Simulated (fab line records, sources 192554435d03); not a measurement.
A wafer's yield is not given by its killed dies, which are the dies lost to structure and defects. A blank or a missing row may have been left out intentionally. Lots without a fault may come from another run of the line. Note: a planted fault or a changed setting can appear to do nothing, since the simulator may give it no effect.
A struck lot beside a sound one | flow n5-finfet | 38 steps out of a route of 1938
Sound: the wafers L661.1, L661.4, L661.6. Struck: wafer L667.4 (left out: L667.5, L667.6 of the same lot, which were not struck); the cause appears at the end.
Each step with rows lists, per side, the tool, then ch with its chambers, then its first start. Under that, the readings that differ: sound wafers | struck wafers | difference of the means | sigmas: that difference in standard deviations of wafers without a fault.
alike: a reading whose means differ by less than 2 such deviations, as well as words and numbers matching on both sides. not compared: withheld readings; readings where some wafer has no value; bounds like >300 that might hide an equal value; numbers whose values overlap and for which the record gives no deviation.
A row with sigmas, a row that says differs or no value, or rows on one side alone: a step with any of these is where the two part. Non-overlapping numbers with no deviation appear without sigmas and do not part them. Lack of a reading on every wafer of one side parts them only where that side has two or more wafers.

first, 9 steps without rows for these wafers: N5_BEOL_M4_ANNEAL_95 (time 240 s); N5_BEOL_M4_SPUTTER_96 (material Cu, target thk 4.5 nm, time 8.29 s); N5_BEOL_M4_ECD_50 (material Cu, target thk 300 nm); N5_BEOL_M4_ANNEAL_51 (time 90 s); N5_BEOL_M4_CMP_52 (polishes, stops on SiOC, t overpolish 6.8 s, target thk 40 nm); N5_BEOL_M4_PRE_CLEAN_60 (time 15 s); N5_BEOL_M4_CO_CAP_55 (material Co, precursor CCTBA/H2, target thk 2 nm, time 102.1 s); N5_BEOL_M4_PRE_CLEAN_56 (time 15 s); N5_BEOL_M4_DEP_57 (deposits SiCN from 3MS/NH3, target thk 8 nm, time 14 s).
N5_BEOL_M4_RC_MEAS_101:
  sound on prober-02 ch 0, day 9 15:07; struck on prober-02 ch 0, day 14 08:31
  alike: DIBL_N, DIBL_P, IOFF_N, IOFF_P, ION_N, ION_P, SS_N, SS_P, VT_N, VT_P
then, 24 steps without rows for these wafers: N5_BEOL_M5_ILD_DEP_00 (deposits SiCOH lowk from DEMS/porogen, target thk 140.64 nm, time 25.9 s); N5_BEOL_M5_CURE_79 (cures SiCOH lowk, time 240 s); N5_BEOL_M5_PECVD_70 (deposits SiO2 from TEOS/O2, target thk 16 nm, time 18 s); N5_BEOL_M5_HM_DEP_02 (deposits TiN, target thk 20 nm); N5_BEOL_M5_COAT_59 (time 60 s, resist thk 60 nm); N5_BEOL_M5_COAT_60 (time 60 s, resist thk 12 nm); N5_BEOL_M5_COAT_71 (time 60 s, resist thk 5 nm); N5_BEOL_M5_COAT_05 (resist thk 30 nm); N5_BEOL_M5_EBR_07; N5_BEOL_M5_SOFTBAKE_06 (time 60 s); N5_BEOL_M5_EXPOSE_08 (exposes mask M5, target cd 28 nm); N5_BEOL_M5_PEB_09 (peb time 60 s); N5_BEOL_M5_DEVELOP_10 (develop time 30 s); N5_BEOL_M5_DESCUM_16 (chemistry O2, time 7 s); N5_BEOL_M5_ETCH_72 (etches underlayer in N2/H2, target depth 6.5 nm, time 5.2 s); N5_BEOL_M5_ETCH_61 (etches SiARC in CF4, target depth 15.6 nm, time 26 s); N5_BEOL_M5_ETCH_62 (etches SOC in N2/H2, target depth 75 nm, overetch 15 nm, time 112.5 s); N5_BEOL_M5_STRIP_63 (strips in N2/H2); N5_BEOL_M5_STRIP_73 (strips in N2/H2); N5_BEOL_M5_STRIP_64 (strips in CF4); N5_BEOL_M5_HM_OPEN_17 (chemistry Cl2/BCl3, target TiN, target depth 20 nm, overetch 6 nm); N5_BEOL_M5_STRIP_19 (strips in O2); N5_BEOL_M5_COAT_65 (time 60 s, resist thk 60 nm); N5_BEOL_M5_COAT_66 (time 60 s, resist thk 12 nm).
-- record jumps: 3 days separate the struck wafers' starts on either side; left off in module BEOL_M5, taken up again in module BEOL_M12, whose first shown step is the route's number 1602 --
N5_BEOL_M12_ILD_DEP_00: deposits SiOC from DEMS/O2, target thk 658.92 nm, time 130.7 s.
  sound on pecvd-02 ch 1,2, day 11 09:11; struck on pecvd-02 ch 1, day 17 07:17
  alike: heater-power-w, showerhead-plenum-p-Torr, showerhead-vpp-V, throttle-valve-pct
N5_BEOL_M12_THK_MEAS_01:
  sound on film-metro-01 at day 11 09:19; struck on film-metro-02 at day 17 07:22
  reading          | sound       | struck | difference | sigmas
  M12_ILD_THK (nm) | 656 682 661 | 570    | -96        | -11
N5_BEOL_M12_OCD_MEAS_35:
  sound on ocd-01 at day 11 11:21; struck on ocd-01 at day 17 09:13
  reading              | sound       | struck | difference | sigmas
  trench-depth-nm (nm) | 316 322 319 | 244    | -75        | -18
-- the record jumps here: 2 days lie between the struck wafers' starts before and after (it left off in module BEOL_M12 and takes up again in module PASSIVATION, whose first step shown is number 1936 of the route) --
N5_PASSIVATION_PROBE_49:
  rows exist in the record for the struck wafers here (prober-01, day 19 10:25), but not for the sound ones

## WHERE THEY PART
First at N5_BEOL_M12_THK_MEAS_01; last, within this record, at N5_PASSIVATION_PROBE_49.

WHY: whatever the simulator had introduced
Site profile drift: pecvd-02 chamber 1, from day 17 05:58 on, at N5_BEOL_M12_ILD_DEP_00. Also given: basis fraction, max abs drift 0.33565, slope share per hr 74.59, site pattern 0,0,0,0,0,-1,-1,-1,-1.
